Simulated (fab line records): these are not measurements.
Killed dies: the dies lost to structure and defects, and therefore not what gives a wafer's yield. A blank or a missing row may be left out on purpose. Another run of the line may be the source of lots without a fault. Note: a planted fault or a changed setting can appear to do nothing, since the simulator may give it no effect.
Code-filled problem report in 8D (eight disciplines) form | flow n5 finfet | the parts of the form that need people (team, actions taken, sign-off) are left out

## 1. WHAT IS WRONG
Mean of cd nm at N5_PMOS_HMC_CHANNEL_EPI_CD_MEAS_09: 246.5 nm across 6 wafers in 2 lots; on wafers with no fault it is 237.4 nm (standard deviation 0.88). Relative to the usual mean, that is a shift of +10 standard deviations.
The step: target cd 237.4 nm.
Earliest sighting: wafer L483.2 on cd sem-03 at day 5 23:30. At this step, 27 wafers from 9 lots have a number in the record. The rule behind "out" and "out of limits": a value lying over 4 standard deviations away from the usual mean. Any other wafer with a number is counted as sound.

## 2. WHAT THIS IS AND IS NOT
question                    | is                     | is not
which readings at this step | cd nm                  | -
which lots                  | L483, L487             | L467, L469, L476, L477, L478, L484, L489
which wafers of those lots  | all that have a number | -
read on which gauges        | cd sem-02, cd sem-03   | cd sem-01
when                        | from day 5 23:30       | up to then (15 sound wafers); but 6 sound wafers of L484, L489 came after

## 3. THE SUSPECTS, EACH WITH WHAT RULES IT OUT
Counting: a tool at a process step up to the reading stays a suspect if it ran every lot that is out and no sound lot after the first of them.
- the gauge at N5_PMOS_HMC_CHANNEL_EPI_CD_MEAS_09 is ruled out. Those wafers that are out were read across 2 gauges (cd sem-02, cd sem-03).
- litho track-03 at N5_PMOS_HMC_CHANNEL_EPI_PEB_07 (peb time 60 s): kept. All lots that are out passed through it, beginning with L483 at day 5 23:26, and no sound lot followed; its final sound lot before that point was L478 at day 4 17:23. Its own plate temp C readings are out on those wafers.
Remaining after the count: litho track-03 at N5_PMOS_HMC_CHANNEL_EPI_PEB_07.

## 4. THE CAUSE (what the simulator had put in)
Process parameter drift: litho track-03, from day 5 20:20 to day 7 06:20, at N5_PMOS_HMC_CHANNEL_EPI_PEB_07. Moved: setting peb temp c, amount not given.
Counting left only this tool.

## 5. SEQUENCE OF EFFECTS, ordered by route
Each row: a reading whose mean over the struck wafers that have a number lies more than 3 standard deviations from the usual. Scope: only readings with a usual standard deviation given in the record; hours: median across lots of the time from each lot's start at the first step in this table that gives one to its start at this step; sigmas: change in usual standard deviations.
hours | step                               | reading              | usual    | on struck wafers | change | sigmas
0     | N5_PMOS_HMC_CHANNEL_EPI_PEB_07     | heater power total W | 175.2 W  | 181.0            | +5.8   | +3.6
0     | N5_PMOS_HMC_CHANNEL_EPI_PEB_07     | plate temp C         | 109.99 C | 113.00           | +3.01  | +27
0     | N5_PMOS_HMC_CHANNEL_EPI_CD_MEAS_09 | cd nm                | 237.4 nm | 246.5            | +9.1   | +10
Here are the process steps it includes:
- N5_PMOS_HMC_CHANNEL_EPI_PEB_07: peb time 60 s.
Later steps that measure or inspect, where all struck wafers having a row at the step show a number for every such reading and not one has moved that far: N5_BEOL_M4_RC_MEAS_101.

## 6. HOW IT WOULD HAVE BEEN CAUGHT EARLIER
In this record the first reading out of limits at a measuring or inspecting step was taken at day 5 23:30, 3 hours after the fault began at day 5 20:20.
The tool's own readings at N5_PMOS_HMC_CHANNEL_EPI_PEB_07 were out on every struck wafer that the step has a row for (plate temp C): an alarm limit on them would have fired on the first of those.
Of the lots that are out (2), L487 began N5_PMOS_HMC_CHANNEL_EPI_PEB_07 on litho track-03 after day 5 23:30. Had the tool been put on hold then, it would have been spared.
